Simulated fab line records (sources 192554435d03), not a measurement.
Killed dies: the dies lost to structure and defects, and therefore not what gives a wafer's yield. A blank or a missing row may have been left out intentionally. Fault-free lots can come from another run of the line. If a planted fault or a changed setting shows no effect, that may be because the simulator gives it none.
Chamber matching | flow n5_finfet | N5_BEOL_M6_STRIP_19 on rie_diel-05: 4 sister chambers
The step strips in O2. 4 wafers are shown with their chamber, then 9 later ones without.

## WAFERS PAIRED WITH THEIR CHAMBERS
wafer  | chamber | drypump_motor_current_A (A)
L086.1 | 2       | 5.2
L088.1 | 3       | 4.9
L093.5 | 0       | 5.9
L093.6 | 1       | 6.4

## WAFERS WITH NO CHAMBER GIVEN
wafer  | drypump_motor_current_A (A)
L094.1 | 4.9
L094.3 | 6.0
L094.5 | 6.0
L095.3 | 5.9
L095.4 | 6.5
L095.5 | 6.0
L097.1 | 4.8
L097.2 | 5.9
L097.6 | 4.9

## WHICH CHAMBER EACH WENT THROUGH
wafer  | from the rows above | in truth
L094.1 | 3                   | 3
L094.3 | 0                   | 0
L094.5 | 0                   | 0
L095.3 | 0                   | 0
L095.4 | 1                   | 1
L095.5 | 0                   | 0
L097.1 | 3                   | 3
L097.2 | 0                   | 0
L097.6 | 3                   | 3
9 of 9 placed correctly. Can't be placed from these rows: 0. Placed wrongly: 0.
How it was worked out, from the rows above alone: a wafer's distance from a chamber is the root of the sum, over the readings, of the square of ((its reading less the chamber's mean) divided by the reading's scatter). The wafer belongs to the nearest chamber; if the next one is less than 2 further off, it can't be placed. A chamber's mean is the mean of its shown wafers. The scatter (one wafer shown for each chamber): square how far every hidden wafer sits from the nearest shown wafer, average those squares and take the square root.
